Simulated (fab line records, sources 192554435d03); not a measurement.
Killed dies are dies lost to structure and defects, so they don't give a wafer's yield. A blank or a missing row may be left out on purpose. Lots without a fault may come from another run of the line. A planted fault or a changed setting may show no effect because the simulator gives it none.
Split-lot experiment | flow n5_finfet | 7 lots, 21 wafers read, on a route of 1938 steps

THE SPLIT
At N5_BEOL_M5_EXPOSE_25 (exposes mask V4, defocus 10 nm), the setting dose_mj was moved away from the recipe's 52.75 on 8 of the 21 wafers read, by +2.8% to +5.4%. The other wafers ran this setting at the recipe's value.

FROM THE SPLIT TO THE READING: what the file shows between them, 2 steps
- N5_BEOL_M5_PEB_26: peb time 60 s
- N5_BEOL_M5_DEVELOP_27: develop time 30 s

THE READING
cd_nm, in nm, at N5_BEOL_M5_CD_MEAS_28 (target cd 30.6 nm, target cd y 20 nm). Fault-free wafers of this fab line usually give 30.50 nm, standard deviation 0.25 nm.

wafer  | tool, chamber at the split | dose_mj as run | against the recipe | cd_nm, nm | against lot-mates on the recipe
L080.2 | euv_scanner-02, 0          | 52.75          | recipe             | 30.48     | -
L080.3 | euv_scanner-02, 0          | 52.75          | recipe             | 30.48     | -
L080.6 | euv_scanner-02, 0          | 52.75          | recipe             | 30.04     | -
L086.2 | euv_scanner-01, 0          | 52.75          | recipe             | 30.24     | -
L086.3 | euv_scanner-01, 0          | 54.23          | +2.8%              | 31.25     | +1.00
L086.5 | euv_scanner-01, 0          | 52.75          | recipe             | 30.27     | -
L084.1 | euv_scanner-01, 0          | 54.53          | +3.4%              | 30.67     | no lot-mate on the recipe
L084.4 | euv_scanner-01, 0          | 54.53          | +3.4%              | 31.03     | no lot-mate on the recipe
L084.5 | euv_scanner-01, 0          | 54.53          | +3.4%              | 31.16     | no lot-mate on the recipe
L087.4 | euv_scanner-02, 0          | 52.75          | recipe             | 30.56     | -
L087.5 | euv_scanner-02, 0          | 52.75          | recipe             | 30.60     | -
L087.6 | euv_scanner-02, 0          | 54.96          | +4.2%              | 31.04     | +0.46
L088.1 | euv_scanner-02, 0          | 52.75          | recipe             | 30.41     | -
L088.4 | euv_scanner-02, 0          | 55.59          | +5.4%              | 31.36     | +0.94
L088.5 | euv_scanner-02, 0          | 52.75          | recipe             | 30.43     | -
L091.1 | euv_scanner-02, 0          | 52.75          | recipe             | 30.36     | -
L091.3 | euv_scanner-02, 0          | 52.75          | recipe             | 30.33     | -
L091.6 | euv_scanner-02, 0          | 52.75          | recipe             | 30.45     | -
L096.1 | euv_scanner-02, 0          | 52.75          | recipe             | 30.61     | -
L096.5 | euv_scanner-02, 0          | 55.57          | +5.3%              | 32.30     | +1.69
L096.6 | euv_scanner-02, 0          | 55.57          | +5.3%              | 31.70     | +1.09

THE FIT
A straight line over all 21 wafers: cd_nm changes by +0.228 nm for each +1% of dose_mj; r = +0.89; the points scatter about the line by 0.26 nm.
The same after taking each lot's own level away (the mean of its wafers on the recipe; 18 wafers): +0.22 nm for each +1%; r = +0.91; scatter 0.23 nm.
On that fit, the largest move of dose_mj shifts the reading by 1.2 nm.
The lots' own levels span 30.255 to 30.610 nm, that is 1.4 times the standard deviation above.
So the lot-to-lot level changes the slope little: the two slopes agree.
Check: with one of the wafers moved furthest among these (+5.4%) left out of the fit, the line predicts +1.28 nm for it against its lot-mates. It came out at +0.94 nm against them.

THE WHOLE CHAIN: every reading that the file lists as answering this split, in the file's order
step                   | what it does                                                        | reading                                                        | change (the file's fit)               | r (the file's)
N5_BEOL_M5_CD_MEAS_28  | target cd 30.6 nm, target cd y 20 nm                                | cd_nm                                                          | +0.208 nm for each +1% of the setting | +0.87
N5_BEOL_M5_ETCH_67     | etches SiARC in CF4, target depth 15.6 nm, time 26 s                | BEOL_M5.cd_nm (the simulator's own value, which no gauge read) | +0.23 nm for each +1% of the setting  | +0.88
N5_BEOL_M5_ETCH_68     | etches SOC in N2/H2, target depth 80 nm, overetch 16 nm, time 120 s | BEOL_M5.cd_nm (the simulator's own value, which no gauge read) | +0.267 nm for each +1% of the setting | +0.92
N5_BEOL_M5_VIA_ETCH_34 | etches SiCOH lowk in C4F6/O2, target depth 88.3 nm, time 39.2 s     | BEOL_M5.cd_nm (the simulator's own value, which no gauge read) | +0.254 nm for each +1% of the setting | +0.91

THE FILE'S OWN FIT
cd_nm changes by +0.208 nm for each +1% of dose_mj, r = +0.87.
